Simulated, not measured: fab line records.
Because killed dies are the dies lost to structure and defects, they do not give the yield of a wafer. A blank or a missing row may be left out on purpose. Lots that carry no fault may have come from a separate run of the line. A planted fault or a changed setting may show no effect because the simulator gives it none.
A lot that was struck, set against a sound lot ; flow nand harc ; 26 steps out of a route of 1159
Sound: the wafers L693.1, L693.2, L693.5. The struck wafers were L703.1, L703.2, L703.5. At the end, the cause is stated.
Each step with rows lists, per side, the tool, then ch with its chambers, then its first start. Under that, the readings that differ: sound wafers ; struck wafers ; difference of the means ; sigmas: that difference in standard deviations of wafers without a fault.
alike: readings with means less than 2 such deviations apart, plus words and numbers identical on both sides. not compared: withheld readings, readings lacking a value on some wafer, bounds such as >300 that could conceal the same value, and numbers that have no deviation in the record and whose values overlap.
Wherever a step has rows on one side only, a row that says differs or no value, or a row with sigmas, the two part there. Numbers that don't overlap but have no deviation are shown without sigmas and don't part them. A reading that every wafer of one side lacks parts them only if that side has two wafers or more.

NHARC_P_CONTACT_CD_MEAS_19:
  struck on cd sem-02, day 7 19:58; sound on cd sem-03, day 5 15:03
  alike: cd nm
then, 2 steps without rows for these wafers: NHARC_P_CONTACT_STRIP_28 (strips in O2); NHARC_P_CONTACT_STRIP_29 (strips in post etch residue remover, time 1200 s).
NHARC_P_CONTACT_DEGAS_38: time 60 s.
  struck on pvd sputter-02, day 7 20:40; sound on pvd sputter-02, day 5 15:47
  alike: heater power w
then, 1 step without rows for these wafers: NHARC_P_CONTACT_PRE_CLEAN_39 (time 19.5 s).
NHARC_P_CONTACT_PVD_32: deposits Ti, target thk 5 nm, time 17.7 s.
  sound on pvd sputter-02; struck on pvd sputter-02
  alike: throttle valve pct
NHARC_P_CONTACT_ALD_22: deposits TiN, target thk 3 nm, pulse time 1 s, ald cycles 150.
  sound on ald metal-04 ch 0,1, day 5 16:05; struck on ald metal-02 ch 0,1,2, day 7 20:57
  alike: heater power w, precursor pulse height rel
NHARC_P_CONTACT_CVD_23: deposits W, target thk 200 nm, time 557 s.
  sound: cvd w-02 ch 0,1; struck: cvd w-02 ch 0,1
  alike: heater power w, throttle valve pct
NHARC_P_CONTACT_CMP_24: polishes, t overpolish 30 s, target thk 200 nm.
  sound on cmp-04 ch 2,3, day 5 21:56; struck on cmp-01 ch 1,2, day 8 02:01
  alike: motor current A, overpolish run s, slurry flow ml min, time to endpoint s
following that, these wafers have no rows for 1 step: NHARC_P_CONTACT_SRD_26.
NHARC_P_CONTACT_INSPECT_27:
  struck on defect inspect-01, day 8 02:24; sound on defect inspect-02, day 5 22:20
  alike: raw defect count
NHARC_P_M0_DEP_00: deposits SiOC, target thk 150 nm.
  sound on pecvd-04 ch 0,1,2, day 5 22:25; struck on pecvd-04 ch 0,2, day 8 02:32
then, 9 steps without rows for these wafers: NHARC_P_M0_DEHYDRATE_01 (time 120 s); NHARC_P_M0_HMDS_02 (time 30 s); NHARC_P_M0_COAT_33 (time 65 s); NHARC_P_M0_COAT_03 (resist thk 90 nm); NHARC_P_M0_SOFTBAKE_04 (time 55 s); NHARC_P_M0_EBR_05; NHARC_P_M0_EXPOSE_06 (exposes mask P M0, target cd 90 nm); NHARC_P_M0_PEB_07 (peb time 65 s); NHARC_P_M0_DEVELOP_08 (develop time 35 s).
NHARC_P_M0_CD_MEAS_09: the cd target is 90 nm.
  sound on cd sem-03 ch 0, day 5 23:07; struck on cd sem-02 ch 0, day 8 03:30
  alike: cd nm
NHARC_P_M0_OVL_MEAS_10: pitch 180 nm.
  struck on overlay-01, day 8 03:35; sound on overlay-01, day 5 23:12
  alike: overlay x nm, overlay y nm
NHARC_P_M0_INSPECT_11:
  struck on defect inspect-02, day 8 03:38; sound on defect inspect-02, day 5 23:14
reading;sound;struck;difference;sigmas
raw defect count;3 8 7;800 844 810;+812;+99 or more
then, 1 step without rows for these wafers: NHARC_P_M0_DESCUM_14 (chemistry O2, time 3 s).
-- record jumps: 14 days between struck wafers' starts before vs after; left off in module P_M0, resumes in module END, first step shown is number 1159 of the route --
NHARC_END_SORT_01:
  here the record holds rows for the struck wafers (prober-02 ch 0, day 21 23:14) but none for the sound ones

## WHERE THEY PART
First at NHARC_P_M0_INSPECT_11; last, within this record, at NHARC_END_SORT_01.

WHY: whatever the simulator had introduced
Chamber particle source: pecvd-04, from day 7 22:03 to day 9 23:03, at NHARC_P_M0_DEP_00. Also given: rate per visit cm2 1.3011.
